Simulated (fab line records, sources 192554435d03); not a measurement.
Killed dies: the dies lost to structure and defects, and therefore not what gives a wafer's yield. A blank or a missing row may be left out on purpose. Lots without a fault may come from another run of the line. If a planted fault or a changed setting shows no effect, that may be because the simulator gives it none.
Chamber matching -- flow n5_finfet -- N5_BEOL_M10_DESCUM_16 on rie_diel-02: 4 sister chambers
The step chemistry O2, time 7.9 s. 4 wafers are shown with their chamber, then 10 later ones without.

== WAFERS PAIRED WITH THEIR CHAMBERS ==
wafer,chamber,drypump_motor_current_A (A)
L087.1,2,5.8
L087.5,1,6.4
L089.1,0,5.5
L089.3,3,6.1

== WAFERS WHOSE CHAMBER IS MISSING ==
wafer,drypump_motor_current_A (A)
L089.4,5.8
L093.1,6.1
L093.3,5.8
L093.4,6.3
L095.1,5.5
L095.2,5.8
L095.3,6.1
L096.1,6.3
L096.4,5.5
L096.5,6.3

== CHAMBER TAKEN BY EACH ==
wafer,from the rows above,in truth
L089.4,2,2
L093.1,3,3
L093.3,2,2
L093.4,can't be placed: 1 or 3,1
L095.1,0,0
L095.2,2,2
L095.3,3,3
L096.1,can't be placed: 1 or 3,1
L096.4,0,0
L096.5,can't be placed: 1 or 3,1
Placed correctly: 7 of 10. Can't be placed from these rows: 3 (the true chamber is among the candidates in 3). 0 placed wrongly.
How it was worked out, from the rows above alone: a wafer's distance from a chamber is the root of the sum, over the readings, of the square of ((its reading less the chamber's mean) divided by the reading's scatter). The wafer belongs to the nearest chamber; if the next one is less than 2 further off, it can't be placed. Each chamber's mean is taken over the wafers shown for it. The scatter (one wafer shown for each chamber): square how far every hidden wafer sits from the nearest shown wafer, average those squares and take the square root.
